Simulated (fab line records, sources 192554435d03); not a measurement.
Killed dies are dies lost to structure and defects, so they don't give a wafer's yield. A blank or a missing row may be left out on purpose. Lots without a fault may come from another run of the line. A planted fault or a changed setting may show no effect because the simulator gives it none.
fab line records | flow n5_finfet
record lots=10 wafers=28 last_day=17
route steps=1938 shown MOL_CONTACT_COAG@619 BEOL_M0_SAQP@632 BEOL_M4@1111 PASSIVATION@1936
lots that met no fault: from a run of the same line without faults
start_h: hours from the record's first day to the start of the lot's first wafer shown | wait_h: hours since the lot's step before | " the same as in the row above | L1.1+2: a row that stands for several wafers | - no value, or no start given | * or withheld: withheld | < > ~ a bound
route shown NAME@n: a module of which the file shows steps, and the number in the route of the first | usual: mean/standard deviation of fault-free wafers | same: alike in all rows | chamber/n: place in a boat | sites: the reading at each site | _std_site: their standard deviation | _edge_site: outer sites' mean less inner sites' | radius_mm: how far each site lies from the wafer's centre | mask NAME#n: copy n | behind: the tool/chamber that last shaped the wafer | hold: why the lot was held/for how many hours/how that ended | device: the transistor (n, p or np) that didn't switch | end of line: the same wafers' tests at the end of the route | a step without rows: its recipe alone | killed: dies lost to structure and defects at the first sort, not the wafer's yield | map: a wafer's dies, x killed, . not, _ none there
set.NAME: the setting as run; set.NAME@STEP: as run at that earlier step | model.NAME: the simulator's own value behind a step, which no gauge read
steps of the route over a sample of lots; a table a step, a row a wafer
services: from which hour (start_h, from the record's first day; less than 0 if before it) a tool's chamber was out of use, for how many hours, and why
## steps
# step N5_MOL_CONTACT_COAG_STRIP_49
# recipe chemistry=N2/H2 time_s=30 power_w=1000 temp_c=250 pressure_mtorr=withheld n2_flow_sccm=1750 h2_flow_sccm=3250
# usual drypump_motor_current_A=5.43/0.12 heater_power_w=365/52
# columns lot.wafer tool chamber start_h wait_h drypump_motor_current_A heater_power_w rf_hours_counter_h
L852.2 plasma_asher-02 0 118.59 - 5.50 432 46
L852.5 " 0 " " 5.54 434 -
L852.6 " 1 " " 5.28 328 -
L853.1 plasma_asher-01 1 122.36 - 5.62 317 97
L853.2 " 0 " " 5.36 319 97
L853.5 " 0 " " 5.38 326 -
L854.2 plasma_asher-02 0 123.22 - 5.51 429 47
L854.4 " 1 " " 5.28 347 -
L854.6 " 1 " " 5.30 323 -
L858.2 plasma_asher-01 1 151.13 - 5.63 323 104
L858.3 " 1 " " 5.63 322 -
L858.6 " 0 " " 5.35 323 -
L859.3 plasma_asher-02 0 158.19 - 5.52 440 -
L859.4 " 1 " " 5.34 326 -
L859.5 " 0 " " 5.52 434 -
L860.1 plasma_asher-02 0 162.34 - 5.46 432 54
L860.2 " 1 " " 5.28 333 54
L860.4 " 1 " " 5.27 331 -
L867.1 plasma_asher-02 1 204.96 - 5.29 331 67
L867.2 " 0 " " 5.49 427 67
L868.1 plasma_asher-02 0 210.06 - 5.52 446 69
L868.2 " 1 " " 5.26 325 69
L870.4 plasma_asher-02 0 220.86 - 5.49 429 -
L870.5 " 1 " " 5.32 329 -
L870.6 " 0 " " 5.50 427 -
L873.3 plasma_asher-02 1 240.05 - 5.31 325 -
L873.4 " 0 " " 5.55 420 -
L873.6 " 1 " " 5.32 336 -
# step N5_BEOL_M0_SAQP_PECVD_00
# recipe material=SiCN target_thk_a=80 temp_c=withheld precursor=3MS/NH3 pressure_torr=3 rf_w=202 time_s=14
# usual showerhead_plenum_p_Torr=3.658/0.012 throttle_valve_pct=9.0/0.5
# columns lot.wafer tool chamber start_h wait_h showerhead_plenum_p_Torr throttle_valve_pct
L852.2 pecvd-04 0 122.86 0.2 3.662 9.8
L852.5 " 1 " " 3.658 9.1
L852.6 " 0 " " 3.651 9.7
L853.1 pecvd-04 1 126.63 0.2 3.656 8.9
L853.2 " 0 " " 3.663 9.4
L853.5 " 2 " " 3.657 9.0
L854.2 pecvd-04 2 129.63 0.2 3.662 9.1
L854.4 " 0 " " 3.655 9.4
L854.6 " 2 " " 3.661 9.0
L858.2 pecvd-02 0 155.42 0.2 3.661 8.7
L858.3 " 2 " " 3.656 8.1
L858.6 " 0 " " 3.658 8.7
L859.3 pecvd-02 1 162.45 0.1 3.657 9.4
L859.4 " 1 " " 3.659 9.3
L859.5 " 0 " " 3.662 8.5
L860.1 pecvd-02 0 166.63 0.2 3.656 8.7
L860.2 " 2 " " 3.633 8.0
L860.4 " 2 " " 3.642 8.3
L867.1 pecvd-04 1 209.24 0.2 3.658 9.1
L867.2 " 0 " " 3.661 9.8
L868.1 pecvd-03 1 214.35 0.2 3.672 9.4
L868.2 " 2 " " 3.641 9.2
L870.4 pecvd-02 0 225.28 0.1 3.661 8.5
L870.5 " 2 " " 3.664 8.0
L870.6 " 1 " " 3.653 9.2
L873.3 pecvd-02 0 244.31 0.1 3.665 8.9
L873.4 " 2 " " 3.655 8.3
L873.6 " 0 " " 3.658 8.5
# step N5_BEOL_M0_SAQP_HM_OPEN_112
# recipe chemistry=CHF3/O2 target=SiO2 stop_on=a-Si target_depth_a=120 over_etch_frac=1.25 mask_material=SOC time_s=13.5 pressure_mtorr=30 source_w=650 bias_w=170 Ar_flow_sccm=200 CHF3_flow_sccm=50 O2_flow_sccm=5 ion_energy_ev=200 ends=end_point
# usual drypump_motor_current_A=5.73/0.26 oes_product_au=0.51/0.049 over_etch_frac=1.25/0 rf_vpp_V=526/10 showerhead_plenum_p_Torr=2.41/0.073 throttle_valve_pct=18.88/0.23
# columns lot.wafer tool chamber start_h wait_h drypump_motor_current_A oes_product_au over_etch_frac rf_hours_counter_h rf_vpp_V showerhead_plenum_p_Torr throttle_valve_pct
L852.2 rie_diel-05 0 124.61 0.0 5.84 0.50 1.25 126 518 2.32 19.04
L852.5 " 3 " " 6.10 0.44 1.25 - 533 2.28 19.35
L852.6 " 2 " " 5.58 0.57 1.25 - 524 2.45 18.67
L853.1 rie_diel-06 1 127.80 0.0 5.89 0.49 1.25 155 533 2.51 18.93
L853.2 " 0 " " 5.85 0.49 1.25 136 511 2.42 19.04
L853.5 " 2 " " 5.52 0.46 1.25 - 522 2.38 18.66
L854.2 rie_diel-05 0 135.20 0.0 5.82 0.50 1.25 129 518 2.32 19.06
L854.4 " 0 " " 5.84 0.50 1.25 - 516 2.32 19.05
L854.6 " 1 " " 5.78 0.49 1.25 - 540 2.40 18.45
L858.2 rie_diel-05 3 157.64 0.0 6.07 0.53 2.3493 5 542 2.57 18.89
L858.3 " 2 " " 5.56 0.48 2.3493 49 526 2.45 18.67
L858.6 " 1 " " 5.73 0.42 2.3493 - 541 2.39 18.43
L859.3 rie_diel-05 0 164.49 0.0 5.85 0.42 2.3493 139 517 2.32 19.04
L859.4 " 1 " " 5.71 0.42 2.3493 156 541 2.39 18.43
L859.5 " 0 " " 5.87 0.43 2.3493 - 516 2.32 19.04
L860.1 rie_diel-05 1 168.32 0.0 5.73 0.41 2.3493 157 539 2.39 18.45
L860.2 " 2 " " 5.56 0.47 2.3493 52 523 2.45 18.68
L860.4 " 0 " " 5.86 0.44 2.3493 141 516 2.32 19.05
L867.1 rie_diel-03 1 212.68 0.0 6.24 0.45 1.25 201 529 2.30 19.04
L867.2 " 2 " " 5.52 0.57 1.25 16 531 2.57 18.72
L868.1 rie_diel-03 0 215.61 0.0 5.38 0.47 1.25 209 533 2.38 18.96
L868.2 " 1 " " 6.22 0.46 1.25 202 528 2.30 19.05
L870.4 rie_diel-05 1 227.42 0.0 5.73 0.47 1.25 - 539 2.38 18.50
L870.5 " 0 " " 5.86 0.49 1.25 - 519 2.31 19.11
L870.6 " 3 " " 6.13 0.58 1.25 - 543 2.56 18.97
L873.3 rie_diel-03 1 246.05 0.0 6.23 0.45 1.25 213 526 2.30 19.06
L873.4 " 3 " " 5.24 0.47 1.25 - 516 2.41 19.03
L873.6 " 0 " " 5.36 0.46 1.25 - 532 2.38 18.98
# step N5_BEOL_M0_SAQP_STRIP_86
# recipe chemistry=N2/H2 power_w=500 temp_c=40 pressure_mtorr=50 rf_frequency_hz=6e+07 overash_fraction=0.3 bias_power_w=28 h2_frac=0.5 n2_flow_sccm=300 h2_flow_sccm=300
# usual drypump_motor_current_A=5.7/0.3 oes_product_au=0.77/0.078 rf_vpp_V=121.7/1.5 showerhead_plenum_p_Torr=3.37/0.1 throttle_valve_pct=19.11/0.24
# columns lot.wafer tool chamber start_h wait_h drypump_motor_current_A oes_product_au rf_hours_counter_h rf_vpp_V showerhead_plenum_p_Torr throttle_valve_pct
L852.2 rie_diel-06 0 124.88 0.2 5.8 0.74 134 122.7 3.34 19.15
L852.5 " 0 " " 5.9 0.74 - 122.9 3.34 19.18
L852.6 " 3 " " 5.8 0.93 - 124.4 3.43 19.03
L853.1 rie_diel-06 3 127.98 0.1 5.8 0.95 23 120.8 3.43 19.04
L853.2 " 0 " " 5.9 0.74 136 123.2 3.34 19.15
L853.5 " 2 " " 5.5 0.71 - 122.5 3.35 19.07
L854.2 rie_diel-05 2 135.49 0.2 5.6 0.86 44 122.3 3.41 18.75
L854.4 " 0 " " 5.9 0.78 - 120.2 3.23 18.70
L854.6 " 2 " " 5.6 0.88 - 123.3 3.41 18.76
L858.2 rie_diel-03 0 157.82 0.1 5.4 0.72 192 122.4 3.34 19.38
L858.3 " 1 " " 6.3 0.71 184 121.6 3.21 19.24
L858.6 " 3 " " 5.2 0.74 - 120.6 3.35 19.41
L859.3 rie_diel-03 2 164.67 0.1 5.5 0.95 1 121.8 3.58 18.54
L859.4 " 1 " " 6.2 0.70 186 121.7 3.21 19.24
L859.5 " 1 " " 6.3 0.71 - 120.2 3.21 19.24
L860.1 rie_diel-05 3 168.50 0.1 6.1 0.93 9 122.1 3.57 19.14
L860.2 " 0 " " 5.8 0.76 141 122.0 3.22 18.70
L860.4 " 1 " " 5.8 0.74 157 122.5 3.34 18.85
L867.1 rie_diel-03 1 212.86 0.1 6.2 0.70 201 123.4 3.20 19.25
L867.2 " 2 " " 5.5 0.89 17 123.0 3.58 18.55
L868.1 rie_diel-05 1 215.79 0.1 5.7 0.72 172 120.3 3.33 18.88
L868.2 " 3 " " 6.1 0.89 24 121.8 3.56 19.15
L870.4 rie_diel-06 3 227.57 0.1 5.8 0.89 52 121.8 3.42 19.08
L870.5 " 3 " " 5.8 0.89 - 123.4 3.42 19.06
L870.6 " 0 " " 5.8 0.72 - 121.8 3.33 19.20
L873.3 rie_diel-05 1 246.24 0.1 5.8 0.72 185 119.1 3.32 18.87
L873.4 " 2 " " 5.6 0.82 67 124.1 3.40 18.79
L873.6 " 3 " " 6.1 0.88 - 122.0 3.56 19.17
# step N5_BEOL_M4_RC_MEAS_101
# usual DIBL_N=36.6/2.1 DIBL_P=36.3/2.2 IOFF_N=0.16/0.036 IOFF_P=0.21/0.038 ION_N=671/12 ION_P=460/7.5 SS_N=71.8/0.72 SS_P=73.3/0.72 VT_N=250/3.2 VT_P=-250/3.5
# columns lot.wafer tool chamber start_h wait_h DIBL_N[mV/V] DIBL_P[mV/V] IOFF_N[nA/um] IOFF_P[nA/um] ION_N[uA/um] ION_P[uA/um] SS_N[mV/dec] SS_P[mV/dec] VT_N[mV] VT_P[mV]
L852.2 prober-02 0 179.72 0.2 35.4 36.4 0.17 0.22 661 459 72.0 74.1 250 -251
L852.5 " 0 " " 36.8 37.3 0.20 0.23 678 460 72.4 74.3 245 -250
L852.6 " 0 " " 38.4 40.0 0.23 0.28 680 461 72.7 74.9 243 -248
L853.1 prober-01 0 181.14 0.0 36.6 35.8 0.18 0.21 674 458 71.9 73.5 249 -251
L853.2 " 0 " " 34.7 33.8 0.14 0.18 670 463 71.7 73.2 250 -254
L853.5 " 0 " " 35.2 33.3 0.14 0.17 664 452 71.7 72.9 251 -253
L854.2 prober-01 0 185.55 0.2 39.1 39.6 0.20 0.25 683 458 72.3 74.0 249 -247
L854.4 " 0 " " 34.7 33.7 0.13 0.17 654 451 71.3 72.3 252 -252
L854.6 " 0 " " 33.8 33.0 0.11 0.15 656 454 70.9 72.3 252 -255
L858.2 prober-01 0 209.11 0.2 35.7 35.6 0.16 0.21 674 459 71.9 73.0 248 -252
L858.3 " 0 " " 36.0 36.6 0.16 0.23 673 462 71.8 73.2 250 -249
L858.6 " 0 " " 35.9 36.8 0.16 0.22 673 458 72.2 73.3 249 -250
L859.3 prober-02 0 218.80 0.3 34.4 35.1 0.13 0.19 663 456 70.9 72.4 252 -252
L859.4 " 0 " " 35.4 35.9 0.15 0.21 678 470 71.0 73.1 249 -249
L859.5 " 0 " " 32.6 33.4 0.11 0.16 666 461 70.7 72.5 252 -252
L860.1 prober-01 0 223.52 0.0 32.1 31.7 0.12 0.17 668 470 69.9 72.2 253 -250
L860.2 " 0 " " 36.3 35.6 0.18 0.24 686 471 72.0 73.1 248 -247
L860.4 " 0 " " 36.9 36.6 0.18 0.25 673 465 72.1 73.4 248 -246
L867.1 prober-02 0 272.36 0.0 32.8 32.3 0.12 0.17 668 464 70.8 73.3 254 -250
L867.2 " 0 " " 33.8 34.7 0.15 0.21 684 470 71.4 73.4 248 -248
L868.1 prober-02 0 275.01 0.0 34.1 35.0 0.13 0.18 680 464 71.4 72.3 249 -251
L868.2 " 0 " " 36.6 37.4 0.18 0.21 669 456 72.4 73.0 249 -252
L870.4 prober-02 0 283.35 0.5 37.9 37.7 0.18 0.22 672 451 71.8 73.7 250 -253
L870.5 " 0 " " 35.5 35.2 0.14 0.19 667 457 71.7 72.5 254 -254
L870.6 " 0 " " 36.4 36.9 0.16 0.22 682 462 71.6 73.5 249 -251
L873.3 prober-02 0 300.27 0.3 35.4 34.1 0.15 0.20 671 462 70.7 73.4 250 -248
L873.4 " 0 " " 36.7 37.2 0.17 0.27 686 478 71.8 73.5 247 -245
L873.6 " 0 " " 36.5 36.3 0.16 0.23 678 467 71.5 74.0 249 -246
# step N5_PASSIVATION_PROBE_49
# usual defect_limited_yield=91.1/1.4 killed_at_M0_to_M3=33/9.1 killed_at_M4_up=14/5.6 killed_at_contacts=13/5.7 killed_at_front_end=42/12 killed_at_other=4/3 killed_dies=105/16 killed_open=69/11 killed_short=34/7.5 sort_bin_5_function=5.2/0.91 sort_bin_6_memory=3.3/0.64 sort_bin_8_speed=0.0/0.37 sort_n_pass=1075/16 sort_yield_pct=91.1/1.4
# same gross_dies=1180 killed_at_back_side=0 sort_bin_4_leakage[%]=0
# columns lot.wafer tool chamber start_h wait_h defect_limited_yield[%] killed_at_M0_to_M3 killed_at_M4_up killed_at_contacts killed_at_front_end killed_at_other killed_dies killed_open killed_short sort_bin_5_function[%] sort_bin_6_memory[%] sort_bin_8_speed[%] sort_n_pass sort_yield_pct[%]
L858.2 prober-02 - 309.78 0.1 92.3 36 10 15 28 2 91 65 26 4.6 3.1 0 1089 92.3
L858.3 prober-02 - 309.83 0.1 89.5 41 13 16 53 1 124 72 51 5.8 4.0 0 1056 89.5
L858.6 prober-02 - 309.98 0.3 91.0 45 3 13 41 4 106 63 42 5.2 3.1 0 1074 91.0
# killed by level:class
L858.2 MOL_CONTACT_COAG:geometric_particle:open=11 FIN_SAQP:geometric_particle:open=8 BEOL_M2:geometric_particle:open=7 STI_FIN_REVEAL:geometric_particle:open=6 BEOL_M1:geometric_particle:open=6 BEOL_M0_SAQP:geometric_particle:short=6 BEOL_M0_SAQP:geometric_particle:open=5 BEOL_M3:geometric_particle:open=5
L858.3 STI_FIN_REVEAL:geometric_particle:open=10 FIN_SAQP:geometric_particle:short=9 BEOL_M1:geometric_particle:open=9 MOL_CONTACT_COAG:geometric_particle:open=9 FIN_SAQP:geometric_particle:open=7 MOL_CONTACT_COAG:geometric_particle:short=7 DUMMY_GATE:geometric_particle:open=6 BEOL_M1:geometric_particle:short=6
L858.6 FIN_SAQP:geometric_particle:short=13 FIN_SAQP:geometric_particle:open=11 BEOL_M1:geometric_particle:open=11 BEOL_M0_SAQP:geometric_particle:short=10 BEOL_M3:geometric_particle:open=10 MOL_CONTACT_COAG:geometric_particle:open=9 BEOL_M0_SAQP:geometric_particle:open=4 BEOL_M2:geometric_particle:short=4
## services
# columns tool chamber start_h hours kind
rie_diel-03 2 100.80 22.0 repair
pecvd-02 0 110.42 2.1 scheduled_down
rie_diel-06 1 113.13 2.7 repair
pecvd-02 2 124.07 2.3 repair
plasma_asher-02 - 124.50 8.6 repair
rie_diel-03 2 125.25 - clean
rie_diel-03 2 125.25 - consumable_replace:focus_ring
rie_diel-03 2 125.25 - consumable_replace:showerhead
rie_diel-03 2 125.25 35.9 scheduled_down
rie_diel-03 2 125.25 35.9 vent_cycle
rie_diel-05 3 126.60 - clean
rie_diel-05 3 126.60 - consumable_replace:focus_ring
rie_diel-05 3 126.60 - consumable_replace:showerhead
rie_diel-05 3 126.60 13.2 scheduled_down
rie_diel-05 3 126.60 13.2 vent_cycle
rie_diel-05 2 147.57 7.4 repair
pecvd-02 2 180.04 2.1 scheduled_down
pecvd-02 1 195.84 18.6 repair
pecvd-03 1 204.64 2.1 scheduled_down
rie_diel-03 2 214.25 38.8 repair
pecvd-04 2 226.18 5.5 scheduled_down
plasma_asher-01 - 243.60 3.8 repair
## key
first_sign step=N5_BEOL_M0_SAQP_HM_OPEN_112 reading=over_etch_frac direction=up sigmas=99+ usual=1.25 struck=2.3493
effect step=N5_BEOL_M0_SAQP_HM_OPEN_112 reading=oes_product_au direction=down sigmas=1.2 usual=0.51 struck=0.45
met_at N5_BEOL_M0_SAQP_HM_OPEN_112
struck_lots L858,L859,L860
not_acting_at N5_MOL_CONTACT_COAG_STRIP_49,N5_BEOL_M0_SAQP_PECVD_00,N5_BEOL_M0_SAQP_STRIP_86
onset_between 135.20 157.64
fault kind=process_parameter_drift tool=rie_diel-05 chamber=- onset_h=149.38 steps=N5_BEOL_M0_SAQP_HM_OPEN_112 channel=over_etch_frac offset=1.0993 shape=step end_h=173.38 acts_in=these_recipes_only stated=1.25
